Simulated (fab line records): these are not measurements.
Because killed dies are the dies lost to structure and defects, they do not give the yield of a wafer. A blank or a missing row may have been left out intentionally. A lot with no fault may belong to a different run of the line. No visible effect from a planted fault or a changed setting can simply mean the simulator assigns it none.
fab line records / flow n5Finfet
record: lots: 11 wafers: 32 lastDay: 19
route steps=1938 shown MIM_TOP_LITHO@1845 MIM_TOP_ETCH@1851
lots that met no fault: from a run of the same line without faults
startH: the number of hours between the record's first day and the start of the first shown wafer of the lot / waitH: time in hours since the lot's previous step / " the same as in the row above / L1.1+2: a row that stands for several wafers / - no value, or no start given / * or withheld: withheld / < > ~ a bound
route shown NAME@n: names a module that has steps shown in the file, with the first one's number in the route / usual: mean/standard deviation taken from wafers without a fault / same: alike in all rows / chamber/n: place in a boat / sites: per-site readings / _std_site: standard deviation across them / _edge_site: inner sites' mean taken away from outer sites' mean / radiusMm: how far each site lies from the wafer's centre / mask NAME#n: copy n / behind: the last tool/chamber to shape the wafer / hold: why the lot went on hold/how many hours it stayed there/how the hold came to an end / device: transistor that didn't switch, given as n, p or np / end of line: the tests these same wafers got at the end of their route / a step given without rows: its recipe and nothing more / killed: dies lost to structure and defects at the first sort, not the wafer's yield / map: per-die view of a wafer (x killed, . not killed, _ where there is no die)
set.NAME: the setting that was run; set.NAME@STEP: the one run at that earlier step / model.NAME: the simulator's own value behind a step, which no gauge read
one table for each step of the route and one row for each wafer, over a sample of lots
services: the hour from which a tool's chamber was out of use, counted from the record's first day as startH (under 0 if before that day), plus the number of hours and why
== steps ==
step: N5_MIM_TOP_LITHO_DEVELOP_07
recipe: developTimeS: 60 rinseLiquid: diw dry: airSpin devTempC: 21
usual: developerTempC: 21.00/0.11
lot.wafer=L609.2 tool=lithoTrack-02 chamber=0 startH=291.68 waitH=- developerTempC=20.93
lot.wafer=L609.3 tool=lithoTrack-02 chamber=0 startH=291.68 waitH=- developerTempC=21.00
lot.wafer=L609.5 tool=lithoTrack-02 chamber=0 startH=291.68 waitH=- developerTempC=20.88
lot.wafer=L610.1 tool=lithoTrack-05 chamber=0 startH=304.88 waitH=- developerTempC=21.03
lot.wafer=L610.4 tool=lithoTrack-05 chamber=0 startH=304.88 waitH=- developerTempC=21.20
lot.wafer=L610.5 tool=lithoTrack-05 chamber=0 startH=304.88 waitH=- developerTempC=21.17
lot.wafer=L611.3 tool=lithoTrack-03 chamber=0 startH=310.55 waitH=- developerTempC=20.94
lot.wafer=L611.5 tool=lithoTrack-03 chamber=0 startH=310.55 waitH=- developerTempC=21.02
lot.wafer=L611.6 tool=lithoTrack-03 chamber=0 startH=310.55 waitH=- developerTempC=21.04
lot.wafer=L612.1 tool=lithoTrack-02 chamber=0 startH=316.75 waitH=- developerTempC=21.11
lot.wafer=L612.2 tool=lithoTrack-02 chamber=0 startH=316.75 waitH=- developerTempC=21.22
lot.wafer=L612.3 tool=lithoTrack-02 chamber=0 startH=316.75 waitH=- developerTempC=21.23
lot.wafer=L614.1 tool=lithoTrack-03 chamber=0 startH=340.96 waitH=- developerTempC=20.86
lot.wafer=L614.2 tool=lithoTrack-03 chamber=0 startH=340.96 waitH=- developerTempC=20.86
lot.wafer=L614.6 tool=lithoTrack-03 chamber=0 startH=340.96 waitH=- developerTempC=20.93
lot.wafer=L620.2 tool=lithoTrack-03 chamber=0 startH=357.86 waitH=- developerTempC=20.90
lot.wafer=L620.4 tool=lithoTrack-03 chamber=0 startH=357.86 waitH=- developerTempC=21.15
lot.wafer=L625.3 tool=lithoTrack-02 chamber=0 startH=378.47 waitH=- developerTempC=21.11
lot.wafer=L625.4 tool=lithoTrack-02 chamber=0 startH=378.47 waitH=- developerTempC=21.04
lot.wafer=L625.6 tool=lithoTrack-02 chamber=0 startH=378.47 waitH=- developerTempC=21.12
lot.wafer=L623.2 tool=lithoTrack-05 chamber=0 startH=397.98 waitH=- developerTempC=21.14
lot.wafer=L623.4 tool=lithoTrack-05 chamber=0 startH=397.98 waitH=- developerTempC=21.01
lot.wafer=L623.5 tool=lithoTrack-05 chamber=0 startH=397.98 waitH=- developerTempC=21.12
lot.wafer=L626.4 tool=lithoTrack-02 chamber=0 startH=422.73 waitH=- developerTempC=21.08
lot.wafer=L626.5 tool=lithoTrack-02 chamber=0 startH=422.73 waitH=- developerTempC=21.02
lot.wafer=L626.6 tool=lithoTrack-02 chamber=0 startH=422.73 waitH=- developerTempC=21.11
lot.wafer=L628.1 tool=lithoTrack-02 chamber=0 startH=437.78 waitH=- developerTempC=20.94
lot.wafer=L628.2 tool=lithoTrack-02 chamber=0 startH=437.78 waitH=- developerTempC=20.98
lot.wafer=L628.3 tool=lithoTrack-02 chamber=0 startH=437.78 waitH=- developerTempC=20.95
lot.wafer=L630.3 tool=lithoTrack-03 chamber=0 startH=446.84 waitH=- developerTempC=20.92
lot.wafer=L630.5 tool=lithoTrack-03 chamber=0 startH=446.84 waitH=- developerTempC=21.15
lot.wafer=L630.6 tool=lithoTrack-03 chamber=0 startH=446.84 waitH=- developerTempC=20.94
step: N5_MIM_TOP_LITHO_CD_MEAS_08
recipe: targetCdNm: 2000 landingEnergyEv: 500 detector: seInlens
usual: cdNm: 2000.1/1.6
lot.wafer=L609.2 tool=cdSem-01 chamber=0 startH=291.79 waitH=- cdNm=2001.5
lot.wafer=L609.3 tool=cdSem-01 chamber=0 startH=291.79 waitH=- cdNm=1998.2
lot.wafer=L609.5 tool=cdSem-01 chamber=0 startH=291.79 waitH=- cdNm=2000.5
lot.wafer=L610.1 tool=cdSem-01 chamber=0 startH=304.99 waitH=- cdNm=2001.3
lot.wafer=L610.4 tool=cdSem-01 chamber=0 startH=304.99 waitH=- cdNm=2001.2
lot.wafer=L610.5 tool=cdSem-01 chamber=0 startH=304.99 waitH=- cdNm=2001.1
lot.wafer=L611.3 tool=cdSem-01 chamber=0 startH=310.67 waitH=- cdNm=2000.0
lot.wafer=L611.5 tool=cdSem-01 chamber=0 startH=310.67 waitH=- cdNm=2001.8
lot.wafer=L611.6 tool=cdSem-01 chamber=0 startH=310.67 waitH=- cdNm=2000.9
lot.wafer=L612.1 tool=cdSem-03 chamber=0 startH=316.87 waitH=- cdNm=2000.3
lot.wafer=L612.2 tool=cdSem-03 chamber=0 startH=316.87 waitH=- cdNm=2000.0
lot.wafer=L612.3 tool=cdSem-03 chamber=0 startH=316.87 waitH=- cdNm=2000.1
lot.wafer=L614.1 tool=cdSem-01 chamber=0 startH=341.07 waitH=- cdNm=1995.4
lot.wafer=L614.2 tool=cdSem-01 chamber=0 startH=341.07 waitH=- cdNm=2000.1
lot.wafer=L614.6 tool=cdSem-01 chamber=0 startH=341.07 waitH=- cdNm=2001.4
lot.wafer=L620.2 tool=cdSem-03 chamber=0 startH=357.97 waitH=- cdNm=1997.8
lot.wafer=L620.4 tool=cdSem-03 chamber=0 startH=357.97 waitH=- cdNm=1993.6
lot.wafer=L625.3 tool=cdSem-01 chamber=0 startH=378.59 waitH=- cdNm=2001.1
lot.wafer=L625.4 tool=cdSem-01 chamber=0 startH=378.59 waitH=- cdNm=2001.9
lot.wafer=L625.6 tool=cdSem-01 chamber=0 startH=378.59 waitH=- cdNm=2000.6
lot.wafer=L623.2 tool=cdSem-03 chamber=0 startH=398.09 waitH=- cdNm=1999.8
lot.wafer=L623.4 tool=cdSem-03 chamber=0 startH=398.09 waitH=- cdNm=2002.7
lot.wafer=L623.5 tool=cdSem-03 chamber=0 startH=398.09 waitH=- cdNm=2000.5
lot.wafer=L626.4 tool=cdSem-01 chamber=0 startH=422.86 waitH=- cdNm=2000.8
lot.wafer=L626.5 tool=cdSem-01 chamber=0 startH=422.86 waitH=- cdNm=1999.4
lot.wafer=L626.6 tool=cdSem-01 chamber=0 startH=422.86 waitH=- cdNm=2001.2
lot.wafer=L628.1 tool=cdSem-02 chamber=0 startH=437.89 waitH=- cdNm=1999.9
lot.wafer=L628.2 tool=cdSem-02 chamber=0 startH=437.89 waitH=- cdNm=2001.2
lot.wafer=L628.3 tool=cdSem-02 chamber=0 startH=437.89 waitH=- cdNm=1997.4
lot.wafer=L630.3 tool=cdSem-03 chamber=0 startH=446.96 waitH=- cdNm=1998.4
lot.wafer=L630.5 tool=cdSem-03 chamber=0 startH=446.96 waitH=- cdNm=2000.3
lot.wafer=L630.6 tool=cdSem-03 chamber=0 startH=446.96 waitH=- cdNm=1997.7
step: N5_MIM_TOP_LITHO_INSPECT_12
recipe: mode: adi inspectInstrument: macro
usual: rawDefectCount: 1.9/1.4
lot.wafer=L609.2 tool=defectInspect-01 chamber=- startH=291.85 waitH=0.0 rawDefectCount=2
lot.wafer=L609.3 tool=defectInspect-01 chamber=- startH=291.85 waitH=0.0 rawDefectCount=2
lot.wafer=L609.5 tool=defectInspect-01 chamber=- startH=291.85 waitH=0.0 rawDefectCount=6
lot.wafer=L610.1 tool=defectInspect-02 chamber=- startH=305.05 waitH=0.0 rawDefectCount=1
lot.wafer=L610.4 tool=defectInspect-02 chamber=- startH=305.05 waitH=0.0 rawDefectCount=1
lot.wafer=L610.5 tool=defectInspect-02 chamber=- startH=305.05 waitH=0.0 rawDefectCount=6
lot.wafer=L611.3 tool=defectInspect-02 chamber=- startH=310.72 waitH=0.0 rawDefectCount=1
lot.wafer=L611.5 tool=defectInspect-02 chamber=- startH=310.72 waitH=0.0 rawDefectCount=3
lot.wafer=L611.6 tool=defectInspect-02 chamber=- startH=310.72 waitH=0.0 rawDefectCount=0
lot.wafer=L612.1 tool=defectInspect-02 chamber=- startH=316.92 waitH=0.0 rawDefectCount=1
lot.wafer=L612.2 tool=defectInspect-02 chamber=- startH=316.92 waitH=0.0 rawDefectCount=2
lot.wafer=L612.3 tool=defectInspect-02 chamber=- startH=316.92 waitH=0.0 rawDefectCount=3
lot.wafer=L614.1 tool=defectInspect-01 chamber=- startH=341.13 waitH=0.0 rawDefectCount=2
lot.wafer=L614.2 tool=defectInspect-01 chamber=- startH=341.13 waitH=0.0 rawDefectCount=2
lot.wafer=L614.6 tool=defectInspect-01 chamber=- startH=341.13 waitH=0.0 rawDefectCount=1
lot.wafer=L620.2 tool=defectInspect-02 chamber=- startH=358.03 waitH=0.0 rawDefectCount=2
lot.wafer=L620.4 tool=defectInspect-02 chamber=- startH=358.03 waitH=0.0 rawDefectCount=2
lot.wafer=L625.3 tool=defectInspect-02 chamber=- startH=378.64 waitH=0.0 rawDefectCount=2
lot.wafer=L625.4 tool=defectInspect-02 chamber=- startH=378.64 waitH=0.0 rawDefectCount=2
lot.wafer=L625.6 tool=defectInspect-02 chamber=- startH=378.64 waitH=0.0 rawDefectCount=1
lot.wafer=L623.2 tool=defectInspect-01 chamber=- startH=398.15 waitH=0.0 rawDefectCount=3
lot.wafer=L623.4 tool=defectInspect-01 chamber=- startH=398.15 waitH=0.0 rawDefectCount=0
lot.wafer=L623.5 tool=defectInspect-01 chamber=- startH=398.15 waitH=0.0 rawDefectCount=3
lot.wafer=L626.4 tool=defectInspect-01 chamber=- startH=422.91 waitH=0.0 rawDefectCount=4
lot.wafer=L626.5 tool=defectInspect-01 chamber=- startH=422.91 waitH=0.0 rawDefectCount=1
lot.wafer=L626.6 tool=defectInspect-01 chamber=- startH=422.91 waitH=0.0 rawDefectCount=1
lot.wafer=L628.1 tool=defectInspect-02 chamber=- startH=437.94 waitH=0.0 rawDefectCount=1
lot.wafer=L628.2 tool=defectInspect-02 chamber=- startH=437.94 waitH=0.0 rawDefectCount=4
lot.wafer=L628.3 tool=defectInspect-02 chamber=- startH=437.94 waitH=0.0 rawDefectCount=0
lot.wafer=L630.3 tool=defectInspect-02 chamber=- startH=447.01 waitH=0.0 rawDefectCount=0
lot.wafer=L630.5 tool=defectInspect-02 chamber=- startH=447.01 waitH=0.0 rawDefectCount=2
lot.wafer=L630.6 tool=defectInspect-02 chamber=- startH=447.01 waitH=0.0 rawDefectCount=1
step: N5_MIM_TOP_ETCH_ETCH_00
recipe: chemistry: Cl2/BCl3 target: TiN targetDepthA: 385 ionEnergyEv: 150 pressureMtorr: 10 icpW: 1000 biasW: 126 Cl2_flow_sccm: 53.25 bcl3FlowSccm: 21.75 Ar_flow_sccm: 25
usual: bcl3FlowSccm: 21.74/0.058 drypumpMotorCurrentA: 5.6/0.47 oesProductAu: 0.84/0.073 throttleValvePct: 22.53/0.19
lot.wafer=L609.2 tool=rieMetal-02 chamber=0 startH=291.97 waitH=0.1 bcl3FlowSccm=21.70 drypumpMotorCurrentA=5.4 oesProductAu=0.82 rfHoursCounterH=22 throttleValvePct=22.75
lot.wafer=L609.3 tool=rieMetal-02 chamber=1 startH=291.97 waitH=0.1 bcl3FlowSccm=21.74 drypumpMotorCurrentA=5.7 oesProductAu=0.76 rfHoursCounterH=- throttleValvePct=22.37
lot.wafer=L609.5 tool=rieMetal-02 chamber=1 startH=291.97 waitH=0.1 bcl3FlowSccm=21.77 drypumpMotorCurrentA=5.8 oesProductAu=0.75 rfHoursCounterH=- throttleValvePct=22.39
lot.wafer=L610.1 tool=rieMetal-01 chamber=0 startH=306.53 waitH=0.1 bcl3FlowSccm=21.69 drypumpMotorCurrentA=6.1 oesProductAu=0.97 rfHoursCounterH=3 throttleValvePct=22.29
lot.wafer=L610.4 tool=rieMetal-01 chamber=0 startH=306.53 waitH=0.1 bcl3FlowSccm=21.80 drypumpMotorCurrentA=6.1 oesProductAu=0.96 rfHoursCounterH=- throttleValvePct=22.30
lot.wafer=L610.5 tool=rieMetal-01 chamber=0 startH=306.53 waitH=0.1 bcl3FlowSccm=21.82 drypumpMotorCurrentA=6.1 oesProductAu=0.98 rfHoursCounterH=- throttleValvePct=22.27
lot.wafer=L611.3 tool=rieMetal-03 chamber=1 startH=312.60 waitH=0.1 bcl3FlowSccm=21.83 drypumpMotorCurrentA=5.5 oesProductAu=0.86 rfHoursCounterH=- throttleValvePct=22.50
lot.wafer=L611.5 tool=rieMetal-03 chamber=1 startH=312.60 waitH=0.1 bcl3FlowSccm=21.80 drypumpMotorCurrentA=5.5 oesProductAu=0.87 rfHoursCounterH=- throttleValvePct=22.49
lot.wafer=L611.6 tool=rieMetal-03 chamber=0 startH=312.60 waitH=0.1 bcl3FlowSccm=21.70 drypumpMotorCurrentA=6.4 oesProductAu=0.80 rfHoursCounterH=- throttleValvePct=22.83
lot.wafer=L612.1 tool=rieMetal-03 chamber=1 startH=319.38 waitH=0.1 bcl3FlowSccm=21.76 drypumpMotorCurrentA=5.5 oesProductAu=0.87 rfHoursCounterH=25 throttleValvePct=22.50
lot.wafer=L612.2 tool=rieMetal-03 chamber=0 startH=319.38 waitH=0.1 bcl3FlowSccm=21.62 drypumpMotorCurrentA=6.4 oesProductAu=0.79 rfHoursCounterH=34 throttleValvePct=22.83
lot.wafer=L612.3 tool=rieMetal-03 chamber=1 startH=319.38 waitH=0.1 bcl3FlowSccm=21.75 drypumpMotorCurrentA=5.5 oesProductAu=0.87 rfHoursCounterH=- throttleValvePct=22.51
lot.wafer=L614.1 tool=rieMetal-02 chamber=1 startH=341.78 waitH=0.1 bcl3FlowSccm=21.64 drypumpMotorCurrentA=5.8 oesProductAu=0.73 rfHoursCounterH=55 throttleValvePct=22.41
lot.wafer=L614.2 tool=rieMetal-02 chamber=0 startH=341.78 waitH=0.1 bcl3FlowSccm=21.81 drypumpMotorCurrentA=5.4 oesProductAu=0.80 rfHoursCounterH=26 throttleValvePct=22.76
lot.wafer=L614.6 tool=rieMetal-02 chamber=0 startH=341.78 waitH=0.1 bcl3FlowSccm=21.72 drypumpMotorCurrentA=5.4 oesProductAu=0.80 rfHoursCounterH=- throttleValvePct=22.73
lot.wafer=L620.2 tool=rieMetal-03 chamber=1 startH=358.30 waitH=0.1 bcl3FlowSccm=21.70 drypumpMotorCurrentA=5.5 oesProductAu=0.85 rfHoursCounterH=28 throttleValvePct=22.51
lot.wafer=L620.4 tool=rieMetal-03 chamber=0 startH=358.30 waitH=0.1 bcl3FlowSccm=21.80 drypumpMotorCurrentA=6.4 oesProductAu=0.79 rfHoursCounterH=- throttleValvePct=22.84
lot.wafer=L625.3 tool=rieMetal-03 chamber=1 startH=378.84 waitH=0.1 bcl3FlowSccm=21.78 drypumpMotorCurrentA=5.5 oesProductAu=0.84 rfHoursCounterH=- throttleValvePct=22.50
lot.wafer=L625.4 tool=rieMetal-03 chamber=0 startH=378.84 waitH=0.1 bcl3FlowSccm=21.72 drypumpMotorCurrentA=6.4 oesProductAu=0.80 rfHoursCounterH=- throttleValvePct=22.84
lot.wafer=L625.6 tool=rieMetal-03 chamber=0 startH=378.84 waitH=0.1 bcl3FlowSccm=21.71 drypumpMotorCurrentA=6.4 oesProductAu=0.78 rfHoursCounterH=- throttleValvePct=22.84
lot.wafer=L623.2 tool=rieMetal-01 chamber=1 startH=398.27 waitH=0.1 bcl3FlowSccm=21.75 drypumpMotorCurrentA=4.9 oesProductAu=0.87 rfHoursCounterH=10 throttleValvePct=22.51
lot.wafer=L623.4 tool=rieMetal-01 chamber=0 startH=398.27 waitH=0.1 bcl3FlowSccm=21.77 drypumpMotorCurrentA=6.1 oesProductAu=0.91 rfHoursCounterH=- throttleValvePct=22.30
lot.wafer=L623.5 tool=rieMetal-01 chamber=1 startH=398.27 waitH=0.1 bcl3FlowSccm=21.70 drypumpMotorCurrentA=4.9 oesProductAu=0.87 rfHoursCounterH=- throttleValvePct=22.49
lot.wafer=L626.4 tool=rieMetal-01 chamber=1 startH=423.08 waitH=0.1 bcl3FlowSccm=21.67 drypumpMotorCurrentA=4.9 oesProductAu=0.88 rfHoursCounterH=- throttleValvePct=22.51
lot.wafer=L626.5 tool=rieMetal-01 chamber=0 startH=423.08 waitH=0.1 bcl3FlowSccm=21.75 drypumpMotorCurrentA=6.1 oesProductAu=0.90 rfHoursCounterH=- throttleValvePct=22.31
lot.wafer=L626.6 tool=rieMetal-01 chamber=1 startH=423.08 waitH=0.1 bcl3FlowSccm=21.70 drypumpMotorCurrentA=4.9 oesProductAu=0.88 rfHoursCounterH=- throttleValvePct=22.50
lot.wafer=L628.1 tool=rieMetal-02 chamber=0 startH=438.07 waitH=0.1 bcl3FlowSccm=21.70 drypumpMotorCurrentA=5.4 oesProductAu=0.77 rfHoursCounterH=35 throttleValvePct=22.78
lot.wafer=L628.2 tool=rieMetal-02 chamber=1 startH=438.07 waitH=0.1 bcl3FlowSccm=21.73 drypumpMotorCurrentA=5.7 oesProductAu=0.72 rfHoursCounterH=63 throttleValvePct=22.41
lot.wafer=L628.3 tool=rieMetal-02 chamber=0 startH=438.07 waitH=0.1 bcl3FlowSccm=21.65 drypumpMotorCurrentA=5.4 oesProductAu=0.78 rfHoursCounterH=- throttleValvePct=22.79
lot.wafer=L630.3 tool=rieMetal-02 chamber=1 startH=447.17 waitH=0.1 bcl3FlowSccm=21.71 drypumpMotorCurrentA=5.7 oesProductAu=0.72 rfHoursCounterH=- throttleValvePct=22.42
lot.wafer=L630.5 tool=rieMetal-02 chamber=1 startH=447.17 waitH=0.1 bcl3FlowSccm=21.72 drypumpMotorCurrentA=5.7 oesProductAu=0.72 rfHoursCounterH=- throttleValvePct=22.39
lot.wafer=L630.6 tool=rieMetal-02 chamber=0 startH=447.17 waitH=0.1 bcl3FlowSccm=21.70 drypumpMotorCurrentA=5.4 oesProductAu=0.77 rfHoursCounterH=- throttleValvePct=22.78
step: N5_MIM_TOP_ETCH_PECVD_03
recipe: material: SiNx targetThkA: 200 tempC: 400 precursor: SiH4/NH3/N2 pressureTorr: 1.5 rfW: 300 timeS: 17.6
usual: heaterPowerW: 738/92 showerheadPlenumPTorr: 5.14/0.066 throttleValvePct: 39.9/1.9
lot.wafer=L609.2 tool=pecvd-04 chamber=0 startH=292.17 waitH=- heaterPowerW=617 showerheadPlenumPTorr=5.03 sinceWetCleanH=1177 throttleValvePct=40.0
lot.wafer=L609.3 tool=pecvd-04 chamber=2 startH=292.17 waitH=- heaterPowerW=702 showerheadPlenumPTorr=5.19 sinceWetCleanH=423 throttleValvePct=40.3
lot.wafer=L609.5 tool=pecvd-04 chamber=1 startH=292.17 waitH=- heaterPowerW=665 showerheadPlenumPTorr=5.21 sinceWetCleanH=- throttleValvePct=41.5
lot.wafer=L610.1 tool=pecvd-02 chamber=1 startH=306.77 waitH=- heaterPowerW=928 showerheadPlenumPTorr=5.17 sinceWetCleanH=2098 throttleValvePct=38.8
lot.wafer=L610.4 tool=pecvd-02 chamber=2 startH=306.77 waitH=- heaterPowerW=885 showerheadPlenumPTorr=5.05 sinceWetCleanH=- throttleValvePct=36.5
lot.wafer=L610.5 tool=pecvd-02 chamber=1 startH=306.77 waitH=- heaterPowerW=934 showerheadPlenumPTorr=5.15 sinceWetCleanH=- throttleValvePct=39.0
lot.wafer=L611.3 tool=pecvd-02 chamber=2 startH=312.77 waitH=- heaterPowerW=758 showerheadPlenumPTorr=5.05 sinceWetCleanH=615 throttleValvePct=36.8
lot.wafer=L611.5 tool=pecvd-02 chamber=1 startH=312.77 waitH=- heaterPowerW=924 showerheadPlenumPTorr=5.16 sinceWetCleanH=- throttleValvePct=38.9
lot.wafer=L611.6 tool=pecvd-02 chamber=2 startH=312.77 waitH=- heaterPowerW=782 showerheadPlenumPTorr=5.06 sinceWetCleanH=- throttleValvePct=36.9
lot.wafer=L612.1 tool=pecvd-01 chamber=2 startH=319.59 waitH=- heaterPowerW=675 showerheadPlenumPTorr=5.21 sinceWetCleanH=182 throttleValvePct=36.7
lot.wafer=L612.2 tool=pecvd-01 chamber=1 startH=319.59 waitH=- heaterPowerW=722 showerheadPlenumPTorr=5.12 sinceWetCleanH=1748 throttleValvePct=40.7
lot.wafer=L612.3 tool=pecvd-01 chamber=0 startH=319.59 waitH=- heaterPowerW=711 showerheadPlenumPTorr=5.13 sinceWetCleanH=1023 throttleValvePct=37.8
lot.wafer=L614.1 tool=pecvd-02 chamber=1 startH=342.22 waitH=- heaterPowerW=920 showerheadPlenumPTorr=5.15 sinceWetCleanH=2134 throttleValvePct=38.7
lot.wafer=L614.2 tool=pecvd-02 chamber=2 startH=342.22 waitH=- heaterPowerW=797 showerheadPlenumPTorr=5.05 sinceWetCleanH=644 throttleValvePct=36.6
lot.wafer=L614.6 tool=pecvd-02 chamber=0 startH=342.22 waitH=- heaterPowerW=890 showerheadPlenumPTorr=5.09 sinceWetCleanH=- throttleValvePct=42.6
lot.wafer=L620.2 tool=pecvd-02 chamber=1 startH=358.72 waitH=- heaterPowerW=930 showerheadPlenumPTorr=5.16 sinceWetCleanH=2150 throttleValvePct=38.8
lot.wafer=L620.4 tool=pecvd-02 chamber=0 startH=358.72 waitH=- heaterPowerW=758 showerheadPlenumPTorr=5.11 sinceWetCleanH=- throttleValvePct=42.4
lot.wafer=L625.3 tool=pecvd-04 chamber=0 startH=379.00 waitH=- heaterPowerW=671 showerheadPlenumPTorr=5.04 sinceWetCleanH=1264 throttleValvePct=40.5
lot.wafer=L625.4 tool=pecvd-04 chamber=0 startH=379.00 waitH=- heaterPowerW=681 showerheadPlenumPTorr=5.04 sinceWetCleanH=- throttleValvePct=40.3
lot.wafer=L625.6 tool=pecvd-04 chamber=2 startH=379.00 waitH=- heaterPowerW=698 showerheadPlenumPTorr=5.18 sinceWetCleanH=- throttleValvePct=41.3
lot.wafer=L623.2 tool=pecvd-04 chamber=1 startH=398.47 waitH=- heaterPowerW=685 showerheadPlenumPTorr=5.22 sinceWetCleanH=2009 throttleValvePct=41.6
lot.wafer=L623.4 tool=pecvd-04 chamber=2 startH=398.47 waitH=- heaterPowerW=753 showerheadPlenumPTorr=5.18 sinceWetCleanH=- throttleValvePct=41.3
lot.wafer=L623.5 tool=pecvd-04 chamber=0 startH=398.47 waitH=- heaterPowerW=617 showerheadPlenumPTorr=5.03 sinceWetCleanH=- throttleValvePct=40.2
lot.wafer=L626.4 tool=pecvd-01 chamber=2 startH=423.26 waitH=- heaterPowerW=663 showerheadPlenumPTorr=5.21 sinceWetCleanH=- throttleValvePct=37.0
lot.wafer=L626.5 tool=pecvd-01 chamber=0 startH=423.26 waitH=- heaterPowerW=672 showerheadPlenumPTorr=5.12 sinceWetCleanH=- throttleValvePct=38.2
lot.wafer=L626.6 tool=pecvd-01 chamber=1 startH=423.26 waitH=- heaterPowerW=707 showerheadPlenumPTorr=5.13 sinceWetCleanH=- throttleValvePct=40.7
lot.wafer=L628.1 tool=pecvd-01 chamber=2 startH=438.27 waitH=- heaterPowerW=579 showerheadPlenumPTorr=5.22 sinceWetCleanH=300 throttleValvePct=37.0
lot.wafer=L628.2 tool=pecvd-01 chamber=1 startH=438.27 waitH=- heaterPowerW=731 showerheadPlenumPTorr=5.13 sinceWetCleanH=1867 throttleValvePct=40.7
lot.wafer=L628.3 tool=pecvd-01 chamber=0 startH=438.27 waitH=- heaterPowerW=678 showerheadPlenumPTorr=5.13 sinceWetCleanH=1142 throttleValvePct=37.8
lot.wafer=L630.3 tool=pecvd-04 chamber=1 startH=447.45 waitH=- heaterPowerW=743 showerheadPlenumPTorr=5.21 sinceWetCleanH=- throttleValvePct=41.4
lot.wafer=L630.5 tool=pecvd-04 chamber=1 startH=447.45 waitH=- heaterPowerW=720 showerheadPlenumPTorr=5.21 sinceWetCleanH=- throttleValvePct=41.3
lot.wafer=L630.6 tool=pecvd-04 chamber=2 startH=447.45 waitH=- heaterPowerW=629 showerheadPlenumPTorr=5.18 sinceWetCleanH=- throttleValvePct=41.6
== services ==
tool=rieMetal-01 chamber=1 startH=277.35 hours=- kind=clean
tool=rieMetal-01 chamber=1 startH=277.35 hours=10.3 kind=scheduledDown
tool=rieMetal-01 chamber=1 startH=277.35 hours=10.3 kind=ventCycle
tool=pecvd-04 chamber=- startH=289.15 hours=1.3 kind=repair
tool=pecvd-04 chamber=- startH=292.24 hours=0.7 kind=repair
tool=pecvd-01 chamber=1 startH=308.21 hours=9.5 kind=repair
tool=rieMetal-01 chamber=- startH=308.64 hours=2.8 kind=pm
tool=pecvd-02 chamber=0 startH=315.02 hours=2.1 kind=scheduledDown
tool=pecvd-02 chamber=- startH=318.23 hours=2.8 kind=pm
tool=rieMetal-02 chamber=0 startH=330.54 hours=9.5 kind=repair
tool=rieMetal-01 chamber=0 startH=359.58 hours=12.0 kind=repair
tool=pecvd-04 chamber=0 startH=364.62 hours=5.5 kind=scheduledDown
tool=pecvd-02 chamber=1 startH=383.62 hours=- kind=clean
tool=pecvd-02 chamber=1 startH=383.62 hours=- kind=consumableReplace:showerhead
tool=pecvd-02 chamber=1 startH=383.62 hours=29.0 kind=scheduledDown
tool=pecvd-02 chamber=1 startH=383.62 hours=29.0 kind=ventCycle
tool=pecvd-02 chamber=0 startH=399.12 hours=5.5 kind=scheduledDown
tool=pecvd-04 chamber=- startH=403.89 hours=0.8 kind=pm
tool=rieMetal-03 chamber=- startH=424.12 hours=3.1 kind=repair
tool=pecvd-02 chamber=2 startH=428.53 hours=7.1 kind=repair
tool=pecvd-04 chamber=0 startH=431.71 hours=17.3 kind=repair
== key ==
firstSign: step: N5_MIM_TOP_LITHO_CD_MEAS_08 reading: cdNm direction: down sigmas: 3.6 usual: 2000.1 struck: 1994.5
effect none on later readings
metAt N5_MIM_TOP_LITHO_DEVELOP_07
struckLots L614,L620
struckWafers L614.1,L620.4
notActingAt N5_MIM_TOP_LITHO_INSPECT_12,N5_MIM_TOP_ETCH_ETCH_00,N5_MIM_TOP_ETCH_PECVD_03
onsetBetween 310.55 340.96
fault: kind: processParameterDrift tool: lithoTrack-03 chamber: - onsetH: 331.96 steps: N5_MIM_TOP_LITHO_DEVELOP_07 channel: developTimeS offset: * shape: step endH: 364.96 scope: struckWafersOnly actsIn: * stated: *
